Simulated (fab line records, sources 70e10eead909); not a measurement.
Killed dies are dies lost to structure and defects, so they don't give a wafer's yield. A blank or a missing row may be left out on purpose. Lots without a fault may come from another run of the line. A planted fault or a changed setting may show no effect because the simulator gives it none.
fab line records | flow nand_harc | part 1 of 2: steps 1 to 38 of 48
record lots=5 wafers=15 last_day=32
route steps=1302 shown P_GATE@161
lots that met no fault: from a run of the same line without faults
start_h: hours from the record's first day to the start of the lot's first wafer shown | wait_h: hours since the lot's step before | " the same as in the row above | L1.1+2: a row that stands for several wafers | - no value, or no start given | * or withheld: withheld | < > ~ a bound
route shown NAME@n: a module of which the file shows steps, and the number in the route of the first | usual: mean/standard deviation of fault-free wafers | same: alike in all rows | chamber/n: place in a boat | sites: the reading at each site | _std_site: their standard deviation | _edge_site: outer sites' mean less inner sites' | radius_mm: how far each site lies from the wafer's centre | mask NAME#n: copy n | behind: the tool/chamber that last shaped the wafer | hold: why the lot was held/for how many hours/how that ended | device: the transistor (n, p or np) that didn't switch | end of line: the same wafers' tests at the end of the route | a step without rows: its recipe alone | killed: dies lost to structure and defects at the first sort, not the wafer's yield | map: a wafer's dies, x killed, . not, _ none there
set.NAME: the setting as run; set.NAME@STEP: as run at that earlier step | model.NAME: the simulator's own value behind a step, which no gauge read
lots at some steps of the route; a table a step, a row a wafer
services: from which hour (start_h, from the record's first day; less than 0 if before it) a tool's chamber was out of use, for how many hours, and why
## steps
# step NHARC_P_GATE_SRD_100
# columns lot.wafer tool chamber start_h wait_h
L085.1+4+6 wet_bench-01 5,7,0 - -
L088.5+4+1 wet_bench-01 4,7,1 - -
L089.1+6+5 wet_bench-01 2,4,5 - -
L094.2+4+5 wet_bench-06 0,2,5 - -
L097.6+4+2 wet_bench-02 5,6,0 - -
# step NHARC_P_GATE_DEHYDRATE_38
# recipe temp_c=150 time_s=120
# same time_s=120
# columns lot.wafer tool chamber start_h wait_h
L085.1+4+6 litho_track-07 0 216.86 -
L088.1+4+5 litho_track-02 0 255.20 -
L089.1+5+6 litho_track-03 0 256.74 -
L094.2+4+5 litho_track-02 0 301.30 -
L097.2+4+6 litho_track-07 0 336.39 -
# step NHARC_P_GATE_HMDS_39
# recipe time_s=30
# same time_s=30
# columns lot.wafer tool chamber start_h wait_h
L085.1+4+6 litho_track-07 0 - -
L088.1+4+5 litho_track-02 0 - -
L089.1+5+6 litho_track-03 0 - -
L094.2+4+5 litho_track-02 0 - -
L097.2+4+6 litho_track-07 0 - -
# step NHARC_P_GATE_COAT_40
# recipe spin_rpm=3000
# columns lot.wafer tool chamber start_h wait_h
L085.1+4+6 litho_track-07 0 - -
L088.1+4+5 litho_track-02 0 - -
L089.1+5+6 litho_track-03 0 - -
L094.2+4+5 litho_track-02 0 - -
L097.2+4+6 litho_track-07 0 - -
# step NHARC_P_GATE_SOFTBAKE_41
# recipe temp_c=122 time_s=95
# same time_s=95
# columns lot.wafer tool chamber start_h wait_h
L085.1+4+6 litho_track-07 0 - -
L088.1+4+5 litho_track-02 0 - -
L089.1+5+6 litho_track-03 0 - -
L094.2+4+5 litho_track-02 0 - -
L097.2+4+6 litho_track-07 0 - -
# step NHARC_P_GATE_EBR_42
# columns lot.wafer tool chamber start_h wait_h
L085.1+4+6 litho_track-07 0 - -
L088.1+4+5 litho_track-02 0 - -
L089.1+5+6 litho_track-03 0 - -
L094.2+4+5 litho_track-02 0 - -
L097.2+4+6 litho_track-07 0 - -
# step NHARC_P_GATE_EXPOSE_43
# recipe na=0.6 target_cd_nm=720 dose_mj=14.81 mask_id=P_NSD
# columns lot.wafer tool chamber start_h wait_h mask
L085.1+4+6 krf_scanner-02 0 217.13 - P_NSD#0
L088.1+4+5 krf_scanner-02 0 255.47 - P_NSD#0
L089.1+5+6 krf_scanner-01 0 257.01 - P_NSD#0
L094.2+4+5 krf_scanner-01 0 301.58 - P_NSD#0
L097.2+4+6 krf_scanner-02 0 336.67 - P_NSD#0
# step NHARC_P_GATE_PEB_44
# recipe peb_temp_c=118 peb_time_s=85
# columns lot.wafer tool chamber start_h wait_h
L085.1+4+6 litho_track-02 0 217.20 0.1
L088.1+4+5 litho_track-03 0 255.53 0.1
L089.1+5+6 litho_track-03 0 257.07 0.1
L094.2+4+5 litho_track-03 0 301.64 0.1
L097.2+4+6 litho_track-03 0 336.73 0.1
# step NHARC_P_GATE_DEVELOP_45
# recipe time_s=70
# same time_s=70
# columns lot.wafer tool chamber start_h wait_h
L085.1+4+6 litho_track-02 0 - -
L088.1+4+5 litho_track-03 0 - -
L089.1+5+6 litho_track-03 0 - -
L094.2+4+5 litho_track-03 0 - -
L097.2+4+6 litho_track-03 0 - -
# step NHARC_P_GATE_CD_MEAS_46
# recipe target_cd_nm=720 landing_energy_ev=500
# usual cd_nm=719.4/2
# same landing_energy_ev=500
# columns lot.wafer tool chamber start_h wait_h cd_nm
L085.1 cd_sem-03 0 217.29 - 724.2
L085.4 " 0 " " 721.0
L085.6 " 0 " " 723.6
L088.1 cd_sem-02 0 255.62 - 719.6
L088.4 " 0 " " 720.7
L088.5 " 0 " " 719.4
L089.1 cd_sem-03 0 257.16 - 719.3
L089.5 " 0 " " 718.7
L089.6 " 0 " " 719.1
L094.2 cd_sem-01 0 301.73 - 716.9
L094.4 " 0 " " 717.0
L094.5 " 0 " " 717.8
L097.2 cd_sem-02 0 336.82 - 714.8
L097.4 " 0 " " 716.7
L097.6 " 0 " " 716.8
# step NHARC_P_GATE_HARDBAKE_47
# recipe temp_c=125 time_s=80
# same time_s=80
# columns lot.wafer tool chamber start_h wait_h
L085.1+4+6 litho_track-03 0 217.37 -
L088.1+4+5 litho_track-03 0 255.70 -
L089.1+5+6 litho_track-03 0 257.24 -
L094.2+4+5 litho_track-07 0 301.81 -
L097.2+4+6 litho_track-02 0 336.90 -
# step NHARC_P_GATE_DESCUM_48
# recipe time_s=3 o2_flow_sccm=200 ar_flow_sccm=0 bias_power_w=0 chemistry=O2
# usual drypump_motor_current_A=5.8/0.49 oes_product_au=1.000/0.0096 rf_vpp_V=57.6/0.91 showerhead_plenum_p_Torr=1.89/0.077 throttle_valve_pct=11.312/0.0096
# same time_s=3
# columns lot.wafer tool chamber start_h wait_h drypump_motor_current_A oes_product_au rf_hours_counter_h rf_vpp_V showerhead_plenum_p_Torr throttle_valve_pct
L085.1 rie_diel-01 0 217.47 - 6.4 0.999 0.0 57.9 1.95 11.316
L085.4 " 1 " " 6.2 0.995 0.0 56.4 1.84 11.299
L085.6 " 3 " " 5.8 0.983 - 55.7 1.93 11.306
L088.1 rie_diel-01 0 255.80 - 6.4 0.990 2.8 57.6 1.95 11.313
L088.4 " 2 " " 4.9 1.000 2.2 57.4 1.90 11.321
L088.5 " 0 " " 6.4 0.997 - 58.1 1.95 11.310
L089.1 rie_diel-09 3 257.32 - 6.3 1.009 5.7 56.7 1.78 11.298
L089.5 " 3 " " 6.3 0.995 - 56.6 1.78 11.307
L089.6 " 0 " " 5.5 0.996 - 57.7 1.89 11.317
L094.2 rie_diel-01 3 301.89 - 5.8 1.001 6.5 58.7 1.93 11.296
L094.4 " 1 " " 6.1 1.001 7.3 57.3 1.84 11.319
L094.5 " 0 " " 6.4 0.986 - 57.9 1.95 11.311
L097.4 rie_diel-01 0 336.99 - 6.4 0.991 9.1 58.3 1.95 11.312
L097.2 " 2 " " 4.9 1.006 7.8 57.5 1.89 11.304
L097.6 " 3 " " 5.8 0.988 - 57.7 1.93 11.308
# step NHARC_P_GATE_IMPLANT_49
# recipe energy_kev=30 dose_cm2=3e+15 tilt_deg=7
# columns lot.wafer tool chamber start_h wait_h
L085.1+4+6 implanter-01 0 217.60 0.1
L088.1+4+5 implanter-01 0 255.93 0.1
L089.1+5+6 implanter-02 0 257.54 0.2
L094.2+4+5 implanter-02 0 302.07 0.2
L097.2+4+6 implanter-02 0 337.15 0.1
# step NHARC_P_GATE_STRIP_111
# recipe power_w=1500 temp_c=110 time_s=250 chemistry=N2/H2
# usual drypump_motor_current_A=5.8/0.4 heater_power_w=84/6
# same time_s=250
# columns lot.wafer tool chamber start_h wait_h drypump_motor_current_A heater_power_w rf_hours_counter_h
L085.1 plasma_asher-01 0 217.82 0.2 5.2 84 8
L085.4 " 0 " " 5.2 82 -
L085.6 " 0 " " 5.2 84 -
L088.1 plasma_asher-01 0 256.25 0.3 5.2 84 15
L088.4 " 1 " " 6.2 74 -
L088.5 " 0 " " 5.2 83 -
L089.1 plasma_asher-01 0 257.91 0.3 5.2 82 15
L089.6 " 0 " " 5.2 83 -
L089.5 " 1 " " 6.2 75 -
L094.2 plasma_asher-01 1 302.26 0.2 6.1 74 27
L094.4 " 1 " " 6.2 72 -
L094.5 " 0 " " 5.2 84 -
L097.2 plasma_asher-02 0 337.37 0.2 5.8 94 16
L097.4 " 1 " " 6.2 86 -
L097.6 " 1 " " 6.2 86 -
# step NHARC_P_GATE_STRIP_75
# recipe power_w=1500 temp_c=250 chemistry=O2
# usual drypump_motor_current_A=5.8/0.4 heater_power_w=313/22
# columns lot.wafer tool chamber start_h wait_h drypump_motor_current_A heater_power_w rf_hours_counter_h
L085.1 plasma_asher-01 0 218.13 0.3 5.2 316 8
L085.4 " 0 " " 5.2 309 -
L085.6 " 0 " " 5.2 321 -
L088.1 plasma_asher-01 0 256.51 0.2 5.2 313 15
L088.4 " 1 " " 6.2 273 -
L088.5 " 0 " " 5.2 310 -
L089.1 plasma_asher-01 0 258.21 0.2 5.2 311 16
L089.6 " 0 " " 5.2 308 -
L089.5 " 1 " " 6.2 272 -
L094.2 plasma_asher-01 1 302.56 0.3 6.2 281 27
L094.4 " 1 " " 6.2 277 -
L094.5 " 0 " " 5.2 308 -
L097.2 plasma_asher-02 0 337.67 0.2 5.8 351 16
L097.4 " 1 " " 6.1 325 -
L097.6 " 1 " " 6.2 319 -
# step NHARC_P_GATE_STRIP_50
# recipe time_s=900 temp_c=130 chemistry=SPM
# usual bath_guard_temp_C=129.9/0.39
# same time_s=900
# columns lot.wafer tool chamber start_h wait_h bath_guard_temp_C
L085.6 wet_bench-01 2 218.28 0.1 129.8
L085.4 " 5 " " 130.1
L085.1 " 6 " " 129.6
L088.4 wet_bench-02 4 256.65 0.1 130.6
L088.5 " 6 " " 130.2
L088.1 " 7 " " 129.6
L089.5 wet_bench-06 4 258.36 0.1 130.1
L089.1 " 7 " " 130.4
L089.6 " 0 " " 129.7
L094.5 wet_bench-02 1 302.71 0.1 129.9
L094.2 " 2 " " 129.6
L094.4 " 3 " " 130.5
L097.6 wet_bench-02 5 337.82 0.1 129.6
L097.2 " 6 " " 130.0
L097.4 " 2 " " 129.5
# step NHARC_P_GATE_DEHYDRATE_51
# recipe temp_c=150 time_s=120
# same time_s=120
# columns lot.wafer tool chamber start_h wait_h
L085.1+4+6 litho_track-03 0 218.63 -
L088.1+4+5 litho_track-02 0 256.99 -
L089.1+5+6 litho_track-02 0 258.76 -
L094.2+4+5 litho_track-02 0 303.08 -
L097.2+4+6 litho_track-07 0 338.17 -
# step NHARC_P_GATE_HMDS_52
# recipe time_s=30
# same time_s=30
# columns lot.wafer tool chamber start_h wait_h
L085.1+4+6 litho_track-03 0 - -
L088.1+4+5 litho_track-02 0 - -
L089.1+5+6 litho_track-02 0 - -
L094.2+4+5 litho_track-02 0 - -
L097.2+4+6 litho_track-07 0 - -
# step NHARC_P_GATE_COAT_53
# recipe spin_rpm=3000
# columns lot.wafer tool chamber start_h wait_h
L085.1+4+6 litho_track-03 0 - -
L088.1+4+5 litho_track-02 0 - -
L089.1+5+6 litho_track-02 0 - -
L094.2+4+5 litho_track-02 0 - -
L097.2+4+6 litho_track-07 0 - -
# step NHARC_P_GATE_SOFTBAKE_54
# recipe temp_c=122 time_s=95
# same time_s=95
# columns lot.wafer tool chamber start_h wait_h
L085.1+4+6 litho_track-03 0 - -
L088.1+4+5 litho_track-02 0 - -
L089.1+5+6 litho_track-02 0 - -
L094.2+4+5 litho_track-02 0 - -
L097.2+4+6 litho_track-07 0 - -
# step NHARC_P_GATE_EBR_55
# columns lot.wafer tool chamber start_h wait_h
L085.1+4+6 litho_track-03 0 - -
L088.1+4+5 litho_track-02 0 - -
L089.1+5+6 litho_track-02 0 - -
L094.2+4+5 litho_track-02 0 - -
L097.2+4+6 litho_track-07 0 - -
# step NHARC_P_GATE_EXPOSE_56
# recipe na=0.6 target_cd_nm=720 dose_mj=14.81 mask_id=P_PSD
# columns lot.wafer tool chamber start_h wait_h mask
L085.1+4+6 krf_scanner-01 0 218.89 - P_PSD#0
L088.1+4+5 krf_scanner-02 0 257.26 - P_PSD#0
L089.1+5+6 krf_scanner-04 0 259.03 - P_PSD#0
L094.2+4+5 krf_scanner-01 0 303.35 - P_PSD#0
L097.2+4+6 krf_scanner-02 0 338.32 - P_PSD#0
# step NHARC_P_GATE_PEB_57
# recipe peb_temp_c=118 peb_time_s=85
# columns lot.wafer tool chamber start_h wait_h
L085.1+4+6 litho_track-07 0 218.96 0.1
L088.1+4+5 litho_track-03 0 257.33 0.1
L089.1+5+6 litho_track-07 0 259.09 0.1
L094.2+4+5 litho_track-07 0 303.41 0.1
L097.2+4+6 litho_track-02 0 338.38 0.1
# step NHARC_P_GATE_DEVELOP_58
# recipe time_s=70
# same time_s=70
# columns lot.wafer tool chamber start_h wait_h
L085.1+4+6 litho_track-07 0 - -
L088.1+4+5 litho_track-03 0 - -
L089.1+5+6 litho_track-07 0 - -
L094.2+4+5 litho_track-07 0 - -
L097.2+4+6 litho_track-02 0 - -
# step NHARC_P_GATE_CD_MEAS_59
# recipe target_cd_nm=720 landing_energy_ev=500
# usual cd_nm=718.5/1.9
# same landing_energy_ev=500
# columns lot.wafer tool chamber start_h wait_h cd_nm
L085.1 cd_sem-02 0 219.05 - 718.2
L085.4 " 0 " " 717.5
L085.6 " 0 " " 717.6
L088.1 cd_sem-03 0 257.42 - 719.7
L088.4 " 0 " " 718.3
L088.5 " 0 " " 719.2
L089.1 cd_sem-02 0 259.18 - 717.4
L089.5 " 0 " " 717.7
L089.6 " 0 " " 717.7
L094.2 cd_sem-02 0 303.51 - 720.7
L094.4 " 0 " " 717.1
L094.5 " 0 " " 717.8
L097.2 cd_sem-03 0 338.47 - 720.0
L097.4 " 0 " " 718.5
L097.6 " 0 " " 721.5
# step NHARC_P_GATE_HARDBAKE_60
# recipe temp_c=125 time_s=80
# same time_s=80
# columns lot.wafer tool chamber start_h wait_h
L085.1+4+6 litho_track-03 0 219.13 -
L088.1+4+5 litho_track-03 0 257.50 -
L089.1+5+6 litho_track-02 0 259.26 -
L094.2+4+5 litho_track-07 0 303.59 -
L097.2+4+6 litho_track-07 0 338.56 -
# step NHARC_P_GATE_DESCUM_61
# recipe time_s=3 o2_flow_sccm=200 ar_flow_sccm=0 bias_power_w=0 chemistry=O2
# usual drypump_motor_current_A=5.9/0.48 oes_product_au=1.000/0.01 rf_vpp_V=57.6/0.87 showerhead_plenum_p_Torr=1.89/0.079 throttle_valve_pct=11.312/0.009
# same time_s=3
# columns lot.wafer tool chamber start_h wait_h drypump_motor_current_A oes_product_au rf_hours_counter_h rf_vpp_V showerhead_plenum_p_Torr throttle_valve_pct
L085.1 rie_diel-01 1 219.24 - 6.2 1.007 0.0 57.4 1.84 11.306
L085.4 " 2 " " 4.9 1.008 0.0 58.6 1.90 11.323
L085.6 " 0 " " 6.4 0.984 - 58.2 1.96 11.305
L088.4 rie_diel-01 2 257.59 - 4.9 1.005 2.2 57.6 1.90 11.304
L088.1 " 3 " " 5.8 0.987 2.4 57.3 1.93 11.303
L088.5 " 1 " " 6.2 1.003 - 57.4 1.84 11.308
L089.1 rie_diel-09 0 259.39 - 5.5 1.006 6.6 57.5 1.89 11.312
L089.6 " 1 " " 6.3 0.991 - 58.3 2.02 11.300
L089.5 " 2 " " 6.2 1.007 - 57.3 1.79 11.302
L094.2 rie_diel-02 3 303.67 - 5.3 1.014 3.3 58.3 2.01 11.314
L094.4 " 0 " " 5.4 1.004 3.1 56.8 1.86 11.306
L094.5 " 3 " " 5.3 1.008 - 57.2 2.01 11.317
L097.4 rie_diel-02 0 338.63 - 5.4 0.996 5.7 56.9 1.86 11.307
L097.2 " 1 " " 6.3 1.002 5.8 57.2 1.85 11.298
L097.6 " 1 " " 6.3 1.000 - 55.1 1.85 11.322
# step NHARC_P_GATE_IMPLANT_62
# recipe energy_kev=20 dose_cm2=3e+15 tilt_deg=7
# columns lot.wafer tool chamber start_h wait_h
L085.1+4+6 implanter-01 0 219.36 0.1
L088.1+4+5 implanter-02 0 257.72 0.1
L089.1+5+6 implanter-02 0 259.50 0.1
L094.2+4+5 implanter-02 0 303.84 0.2
L097.2+4+6 implanter-02 0 338.81 0.2
# step NHARC_P_GATE_STRIP_112
# recipe power_w=1500 temp_c=110 time_s=200 chemistry=N2/H2
# usual drypump_motor_current_A=5.8/0.41 heater_power_w=84/5.7
# same time_s=200
# columns lot.wafer tool chamber start_h wait_h drypump_motor_current_A heater_power_w rf_hours_counter_h
L085.1 plasma_asher-02 0 219.63 0.2 5.9 89 31
L085.4 " 1 " " 6.2 82 -
L085.6 " 0 " " 5.8 93 -
L088.1 plasma_asher-02 1 258.21 0.5 6.2 88 0
L088.4 " 0 " " 5.9 91 -
L088.5 " 1 " " 6.2 87 -
L089.1 plasma_asher-02 1 259.76 0.2 6.1 86 0
L089.6 " 0 " " 5.8 90 -
L089.5 " 1 " " 6.1 86 -
L094.2 plasma_asher-01 1 304.08 0.2 6.2 76 27
L094.4 " 1 " " 6.2 74 -
L094.5 " 1 " " 6.2 75 -
L097.2 plasma_asher-02 0 339.05 0.2 5.8 90 16
L097.4 " 0 " " 5.8 90 -
L097.6 " 1 " " 6.2 85 -
# step NHARC_P_GATE_STRIP_76
# recipe power_w=1500 temp_c=250 chemistry=O2
# usual drypump_motor_current_A=5.8/0.41 heater_power_w=313/21
# columns lot.wafer tool chamber start_h wait_h drypump_motor_current_A heater_power_w rf_hours_counter_h
L085.1 plasma_asher-02 0 219.86 0.2 5.8 337 31
L085.4 " 1 " " 6.2 319 -
L085.6 " 0 " " 5.9 330 -
L088.1 plasma_asher-02 1 258.47 0.2 6.2 319 0
L088.4 " 0 " " 5.9 339 -
L088.5 " 1 " " 6.2 320 -
L089.1 plasma_asher-02 1 259.99 0.2 6.2 319 1
L089.6 " 0 " " 5.9 340 -
L089.5 " 1 " " 6.2 327 -
L094.2 plasma_asher-01 1 304.31 0.2 6.2 279 28
L094.4 " 1 " " 6.2 285 -
L094.5 " 1 " " 6.2 285 -
L097.2 plasma_asher-02 0 339.28 0.2 5.9 340 17
L097.4 " 0 " " 5.8 341 -
L097.6 " 1 " " 6.1 316 -
# step NHARC_P_GATE_STRIP_63
# recipe time_s=900 temp_c=130 chemistry=SPM
# usual bath_guard_temp_C=129.9/0.36
# same time_s=900
# columns lot.wafer tool chamber start_h wait_h bath_guard_temp_C
L085.6 wet_bench-06 3 220.02 0.1 129.9
L085.1 " 4 " " 130.1
L085.4 " 6 " " 130.3
L088.1 wet_bench-02 5 258.62 0.1 129.7
L088.4 " 7 " " 129.6
L088.5 " 0 " " 130.2
L089.5 wet_bench-02 6 260.12 0.1 130.3
L089.6 " 1 " " 130.1
L089.1 " 2 " " 129.4
L094.4 wet_bench-02 5 304.45 0.1 129.7
L094.2 " 7 " " 129.7
L094.5 " 1 " " 129.8
L097.4 wet_bench-02 4 339.42 0.1 130.2
L097.6 " 6 " " 130.0
L097.2 " 0 " " 129.9
# step NHARC_P_GATE_DEHYDRATE_83
# recipe temp_c=150 time_s=120
# same time_s=120
# columns lot.wafer tool chamber start_h wait_h
L085.1+4+6 litho_track-07 0 220.39 -
L088.1+4+5 litho_track-03 0 258.97 -
L089.1+5+6 litho_track-02 0 260.47 -
L094.2+4+5 litho_track-07 0 304.79 -
L097.2+4+6 litho_track-07 0 339.76 -
# step NHARC_P_GATE_HMDS_84
# recipe time_s=30
# same time_s=30
# columns lot.wafer tool chamber start_h wait_h
L085.1+4+6 litho_track-07 0 - -
L088.1+4+5 litho_track-03 0 - -
L089.1+5+6 litho_track-02 0 - -
L094.2+4+5 litho_track-07 0 - -
L097.2+4+6 litho_track-07 0 - -
# step NHARC_P_GATE_COAT_85
# recipe spin_rpm=3000
# columns lot.wafer tool chamber start_h wait_h
L085.1+4+6 litho_track-07 0 - -
L088.1+4+5 litho_track-03 0 - -
L089.1+5+6 litho_track-02 0 - -
L094.2+4+5 litho_track-07 0 - -
L097.2+4+6 litho_track-07 0 - -
# step NHARC_P_GATE_SOFTBAKE_86
# recipe temp_c=122 time_s=95
# same time_s=95
# columns lot.wafer tool chamber start_h wait_h
L085.1+4+6 litho_track-07 0 - -
L088.1+4+5 litho_track-03 0 - -
L089.1+5+6 litho_track-02 0 - -
L094.2+4+5 litho_track-07 0 - -
L097.2+4+6 litho_track-07 0 - -
# step NHARC_P_GATE_EBR_87
# columns lot.wafer tool chamber start_h wait_h
L085.1+4+6 litho_track-07 0 - -
L088.1+4+5 litho_track-03 0 - -
L089.1+5+6 litho_track-02 0 - -
L094.2+4+5 litho_track-07 0 - -
L097.2+4+6 litho_track-07 0 - -
# step NHARC_P_GATE_EXPOSE_88
# recipe na=0.6 target_cd_nm=2000 dose_mj=11.87 mask_id=P_HVN
# columns lot.wafer tool chamber start_h wait_h mask
L085.1+4+6 krf_scanner-02 0 220.54 - P_HVN#0
L088.1+4+5 krf_scanner-01 0 259.23 - P_HVN#0
L089.1+5+6 krf_scanner-02 0 260.74 - P_HVN#0
L094.2+4+5 krf_scanner-04 0 305.07 - P_HVN#0
L097.2+4+6 krf_scanner-02 0 340.04 - P_HVN#0
# step NHARC_P_GATE_PEB_89
# recipe peb_temp_c=118 peb_time_s=85
# columns lot.wafer tool chamber start_h wait_h
L085.1+4+6 litho_track-02 0 220.60 0.1
L088.1+4+5 litho_track-03 0 259.30 0.1
L089.1+5+6 litho_track-03 0 260.81 0.1
L094.2+4+5 litho_track-07 0 305.13 0.1
L097.2+4+6 litho_track-07 0 340.11 0.1
